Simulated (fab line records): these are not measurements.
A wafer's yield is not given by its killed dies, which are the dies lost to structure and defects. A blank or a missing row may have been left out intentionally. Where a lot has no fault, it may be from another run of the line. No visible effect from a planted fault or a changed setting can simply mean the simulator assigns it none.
Chamber matching | flow n5_finfet | N5_BEOL_M9_ETCH_62 on rie_diel-06 has 4 sister chambers
The step etches SOC in N2/H2, target depth 110 nm, overetch 22 nm, time 165 s. 4 wafers are shown with their chamber, then 10 later ones without.

== WAFERS, EACH WITH ITS CHAMBER ==
wafer  | chamber | showerhead_plenum_p_Torr (Torr)
L082.4 | 2       | 2.62
L083.6 | 0       | 2.48
L084.1 | 1       | 2.39
L084.3 | 3       | 2.41

== WAFERS WHOSE CHAMBER IS MISSING ==
wafer  | showerhead_plenum_p_Torr (Torr)
L084.4 | 2.47
L085.1 | 2.39
L085.4 | 2.39
L085.6 | 2.41
L087.1 | 2.47
L087.2 | 2.41
L087.5 | 2.47
L095.2 | 2.47
L095.5 | 2.40
L095.6 | 2.47

== EACH ONE'S CHAMBER ==
wafer  | from the rows above     | in truth
L084.4 | 0                       | 0
L085.1 | 1                       | 1
L085.4 | 1                       | 1
L085.6 | 3                       | 3
L087.1 | 0                       | 0
L087.2 | 3                       | 3
L087.5 | 0                       | 0
L095.2 | 0                       | 0
L095.5 | can't be placed: 1 or 3 | 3
L095.6 | 0                       | 0
Placed correctly: 9 of 10. These rows do not allow placing 1 (true chamber among the candidates in 1). Placed wrongly: 0.
How it was worked out, from the rows above alone: a wafer's distance from a chamber is the root of the sum, over the readings, of the square of ((its reading less the chamber's mean) divided by the reading's scatter). The wafer belongs to the nearest chamber; if the next one is less than 2 further off, it can't be placed. The mean given for a chamber averages the wafers shown for that chamber. The scatter: root of mean squared gap, hidden wafer to nearest shown wafer, with one shown wafer a chamber.
